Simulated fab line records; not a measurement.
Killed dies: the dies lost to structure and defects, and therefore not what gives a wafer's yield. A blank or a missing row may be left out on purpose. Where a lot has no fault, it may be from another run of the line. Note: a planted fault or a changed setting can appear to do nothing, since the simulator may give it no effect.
fab line records | flow n5-finfet | part 2 of 2: steps 21 to 27 of 27
record: lots: 5 wafers: 15 last-day: 14
route steps=1938 shown HKMG_FIN@421
lots that met no fault: taken from a fault-free run of the same line
start-h: the number of hours between the record's first day and the start of the first shown wafer of the lot | wait-h: how many hours have passed since the lot's step before this one | " identical to the entry in the row above | L1.1+2: one row covering several wafers at once | - no value, or no start given | * or withheld: withheld | < > ~ a bound
route shown NAME@n: a module of which the file shows steps, and the number in the route of the first | usual: mean and standard deviation over wafers with no fault | same: alike in all rows | chamber/n: place in a boat | sites: each site's reading | _std_site: the standard deviation of these | _edge_site: the outer-site mean with the inner-site mean subtracted | radius-mm: for every site, how far away it sits from the centre of the wafer | mask NAME#n: copy n | behind: the tool/chamber that last shaped the wafer | hold: the reason the lot was held/the length of the hold in hours/how it ended | device: the transistor (n, p or np) that didn't switch | end of line: the tests these same wafers got at the end of their route | step lacking rows: just its recipe | killed: count of dies lost to structure and defects at first sort (not the wafer's yield) | map: shows each die of a wafer: x if killed, . if not, _ if none is there
set.NAME: the run value of the setting; set.NAME@STEP: its run value at that earlier step | model.NAME: the simulator's own value behind a step, which no gauge read
certain route steps with their lots: each step a table, each wafer a row
services: when a tool's chamber went out of use (start-h, in hours from the record's first day, below 0 if earlier), for how many hours, and the reason
== steps ==
step: N5_HKMG_FIN_STRIP_19
recipe: chemistry: N2/H2 power-w: 2500 temp-c: 300 h2-frac: 0.65 time-s: 360 pressure-mtorr: withheld n2-flow-sccm: 1750 h2-flow-sccm: 3250
usual: drypump-motor-current-A: 5.68/0.29 heater-power-w: 467/49 n2-flow-sccm: 1750/5.5
columns lot.wafer tool chamber start-h wait-h drypump-motor-current-A heater-power-w n2-flow-sccm rf-hours-counter-h
L075.1 plasma-asher-01 0 85.82 0.0 5.28 513 1755 80
L075.4 " 0 " " 5.30 520 1748 -
L075.5 " 0 " " 5.27 525 1753 -
L076.2 plasma-asher-02 1 88.68 0.0 5.78 474 1746 41
L076.5 " 0 " " 5.97 391 1742 -
L076.6 " 1 " " 5.77 481 1751 -
L077.1 plasma-asher-02 1 95.90 0.0 5.78 487 1745 43
L077.4 " 0 " " 5.99 400 1746 -
L077.5 " 1 " " 5.77 488 1742 -
L078.3 plasma-asher-01 1 101.36 0.1 5.36 497 1751 -
L078.4 " 0 " " 5.29 522 1741 -
L078.6 " 1 " " 5.36 490 1745 -
L084.1 plasma-asher-02 1 136.18 0.0 5.77 486 1747 51
L084.3 " 0 " " 6.00 392 1757 -
L084.6 " 1 " " 5.78 493 1748 -
step: N5_HKMG_FIN_ALD_91
recipe: material: TiN target-thk-a: 10 temp-c: 400 ald-precursor-family: TiCl4 ald-co-reactant: NH3 pulse-time-s: 1 purge-time-s: 3 co-reactant-purge-time-s: 2 co-reactant-pulse-time-s: 2 ald-cycles: 47 pressure-torr: 3
usual: heater-power-w: 875/120 precursor-pulse-height-rel: 0.999/0.019
columns lot.wafer tool chamber start-h wait-h heater-power-w precursor-pulse-height-rel
L075.1 ald-metal-04 2 86.20 0.3 771 0.976
L075.4 " 1 " " 796 0.971
L075.5 " 0 " " 1060 0.973
L076.2 ald-metal-01 0 89.06 0.3 798 0.991
L076.5 " 3 " " 796 1.008
L076.6 " 2 " " 830 1.013
L077.1 ald-metal-01 0 96.28 0.3 811 1.015
L077.4 " 0 " " 824 1.002
L077.5 " 2 " " 788 1.010
L078.3 ald-metal-03 0 101.62 0.1 817 0.998
L078.4 " 1 " " 782 1.004
L078.6 " 1 " " 779 0.998
L084.1 ald-metal-01 2 136.56 0.3 799 1.021
L084.3 " 1 " " 1098 0.994
L084.6 " 1 " " 1113 1.000
step: N5_HKMG_FIN_COAT_85
recipe: resist: SOC temp-c: 250 time-s: 60 spin-rpm: 1500 resist-thk-nm: 300
usual: dispense-pressure-kPa: 48.7/2.1
columns lot.wafer tool chamber start-h wait-h dispense-pressure-kPa
L075.1 litho-track-05 0 86.48 0.2 50.8
L075.4 " 0 " " 50.8
L075.5 " 0 " " 50.9
L076.2 litho-track-03 0 89.34 0.2 46.5
L076.5 " 0 " " 46.4
L076.6 " 0 " " 46.5
L077.1 litho-track-03 0 96.55 0.2 46.5
L077.4 " 0 " " 46.5
L077.5 " 0 " " 46.5
L078.3 litho-track-03 0 101.90 0.2 46.5
L078.4 " 0 " " 46.5
L078.6 " 0 " " 46.4
L084.1 litho-track-03 0 136.84 0.2 46.4
L084.3 " 0 " " 46.4
L084.6 " 0 " " 46.5
step: N5_HKMG_FIN_ETCH_86
recipe: chemistry: N2/H2 target: SOC target-depth-a: 3932 stop-on: TiN ion-energy-ev: 100 bias-w: 61 pressure-mtorr: 30 source-w: 850 n2-flow-sccm: 200 h2-flow-sccm: 200
usual: drypump-motor-current-A: 5.7/0.45 n2-flow-sccm: 200.0/0.57 oes-product-au: 0.83/0.08 rf-vpp-V: 241.3/1.3 showerhead-plenum-p-Torr: 2.59/0.091 throttle-valve-pct: 17.71/0.26
columns lot.wafer tool chamber start-h wait-h drypump-motor-current-A n2-flow-sccm oes-product-au rf-hours-counter-h rf-vpp-V showerhead-plenum-p-Torr throttle-valve-pct
L075.1 rie-diel-06 2 86.71 - 5.1 199.2 0.96 0 240.0 2.61 17.43
L075.4 " 2 " " 5.1 198.9 0.96 - 241.8 2.61 17.44
L075.5 " 2 " " 5.1 199.2 0.96 - 242.5 2.61 17.45
L076.2 rie-diel-03 2 89.40 - 5.5 200.6 0.97 3 243.7 2.73 18.05
L076.5 " 0 " " 6.1 200.6 0.86 - 241.2 2.58 18.13
L076.6 " 3 " " 5.6 200.5 0.89 - 240.4 2.60 17.65
L077.1 rie-diel-02 2 96.76 - 5.6 199.9 0.69 217 241.8 2.50 17.90
L077.4 " 3 " " 4.9 200.7 0.84 - 240.0 2.59 17.47
L077.5 " 2 " " 5.5 200.2 0.69 - 240.3 2.50 17.92
L078.3 rie-diel-06 0 101.96 - 6.2 200.2 0.89 24 242.9 2.72 17.39
L078.4 " 2 " " 5.1 199.5 0.92 - 241.9 2.61 17.44
L078.6 " 1 " " 6.1 200.3 0.81 - 239.5 2.45 17.61
L084.1 rie-diel-02 2 137.02 - 5.6 199.9 0.68 232 239.7 2.49 17.93
L084.3 " 1 " " 5.7 200.1 0.67 242 241.0 2.60 17.79
L084.6 " 1 " " 5.7 200.0 0.68 - 240.7 2.60 17.81
step: N5_HKMG_FIN_STRIP_89
recipe: chemistry: N2/H2 material: SOC time-s: 20 power-w: 500 temp-c: 40 pressure-mtorr: 50 rf-frequency-hz: 6e+07 bias-power-w: 8 h2-frac: 0.5 n2-flow-sccm: 300 h2-flow-sccm: 300
usual: drypump-motor-current-A: 5.7/0.45 n2-flow-sccm: 300.1/0.91 oes-product-au: 0.85/0.083 rf-vpp-V: 54.5/0.77 showerhead-plenum-p-Torr: 3.42/0.12 throttle-valve-pct: 19.1/0.38
columns lot.wafer tool chamber start-h wait-h drypump-motor-current-A n2-flow-sccm oes-product-au rf-hours-counter-h rf-vpp-V showerhead-plenum-p-Torr throttle-valve-pct
L075.1 rie-diel-06 2 86.80 0.1 5.1 299.1 0.99 1 55.2 3.45 19.0
L075.4 " 2 " " 5.1 298.7 0.98 - 54.7 3.44 19.0
L075.5 " 2 " " 5.1 299.9 0.99 - 54.8 3.44 19.0
L076.2 rie-diel-03 2 89.46 0.0 5.5 301.1 0.98 3 54.5 3.60 19.7
L076.5 " 0 " " 6.1 299.5 0.86 - 54.2 3.40 19.7
L076.6 " 3 " " 5.7 301.2 0.89 - 54.7 3.44 19.1
L077.1 rie-diel-02 2 96.82 0.0 5.6 300.9 0.70 217 54.0 3.31 19.3
L077.4 " 3 " " 4.9 299.4 0.87 - 54.2 3.42 18.8
L077.5 " 2 " " 5.6 300.3 0.70 - 54.4 3.31 19.3
L078.3 rie-diel-06 0 102.02 0.0 6.2 300.1 0.89 24 54.9 3.58 18.7
L078.4 " 2 " " 5.1 302.1 0.94 - 53.6 3.44 19.0
L078.6 " 1 " " 6.1 299.1 0.82 - 54.5 3.24 18.7
L084.1 rie-diel-02 2 137.08 0.0 5.6 300.8 0.69 233 54.5 3.30 19.3
L084.3 " 1 " " 5.7 301.6 0.68 242 54.1 3.43 19.1
L084.6 " 1 " " 5.7 301.0 0.69 - 55.1 3.43 19.1
step: N5_HKMG_FIN_WET_ETCH_87
recipe: chemistry: SC1 target: TiN mix: 1:2:40 temp-c: 50 time-s: 154.2 target-depth-nm: 4.7 dry: ipa-marangoni rinse-time-s: 30 rinse-temp-c: 23
columns lot.wafer tool chamber start-h wait-h
L075.1+4+5 wet-bench-01 1,7,4 86.94 0.1
L076.2+5+6 wet-bench-03 3,7,0 89.56 0.1
L077.1+4+5 wet-bench-03 4,5,6 96.92 0.1
L078.3+4+6 wet-bench-01 5,1,4 102.12 0.1
L084.1+3+6 wet-bench-03 3,6,7 137.18 0.1
step: N5_HKMG_FIN_STRIP_88
recipe: chemistry: N2/H2 power-w: 2500 temp-c: 300 h2-frac: 0.65 time-s: 360 pressure-mtorr: withheld n2-flow-sccm: 1750 h2-flow-sccm: 3250
usual: drypump-motor-current-A: 5.6/0.3 heater-power-w: 473/47 n2-flow-sccm: 1750/4.7
columns lot.wafer tool chamber start-h wait-h drypump-motor-current-A heater-power-w n2-flow-sccm rf-hours-counter-h
L075.1 plasma-asher-01 1 87.03 0.0 5.3 476 1752 81
L075.4 " 1 " " 5.4 487 1750 -
L075.5 " 0 " " 5.3 527 1754 -
L076.2 plasma-asher-01 0 89.65 0.0 5.3 522 1756 81
L076.5 " 1 " " 5.4 485 1755 -
L076.6 " 0 " " 5.3 519 1759 -
L077.1 plasma-asher-01 1 97.01 0.0 5.4 475 1752 83
L077.4 " 1 " " 5.4 496 1754 -
L077.5 " 0 " " 5.3 518 1748 -
L078.3 plasma-asher-02 1 102.33 0.1 5.8 489 1751 -
L078.4 " 0 " " 6.0 397 1757 -
L078.6 " 1 " " 5.8 474 1746 -
L084.1 plasma-asher-01 0 137.27 0.0 5.3 543 1747 91
L084.3 " 1 " " 5.3 483 1741 -
L084.6 " 1 " " 5.3 491 1746 -
== services ==
columns tool chamber start-h hours kind
arfi-scanner-03 - 63.35 3.1 pm
rie-diel-03 - 65.45 0.9 repair
arfi-scanner-03 - 74.50 21.0 pm
rie-diel-02 0 77.36 - clean
rie-diel-02 0 77.36 - consumable-replace:focus-ring
rie-diel-02 0 77.36 29.5 scheduled-down
rie-diel-02 0 77.36 29.5 vent-cycle
wet-bench-06 - 82.61 3.9 repair
rie-diel-02 - 84.41 2.8 pm
ald-metal-01 1 86.20 15.2 repair
rie-diel-06 1 86.68 6.4 repair
rie-diel-06 3 86.70 63.1 repair
arfi-scanner-02 - 87.07 1.3 pm
rie-diel-06 2 88.79 6.8 repair
rie-diel-06 - 92.52 4.2 repair
rie-diel-03 1 96.15 - clean
rie-diel-03 1 96.15 - consumable-replace:focus-ring
rie-diel-03 1 96.15 - consumable-replace:showerhead
arfi-scanner-01 - 97.13 1.0 pm
arfi-scanner-01 - 104.21 5.0 repair
arfi-scanner-01 - 116.17 2.1 repair
arfi-scanner-03 - 124.73 0.8 pm
ald-metal-01 3 131.61 8.5 repair
arfi-scanner-03 - 133.64 0.3 repair
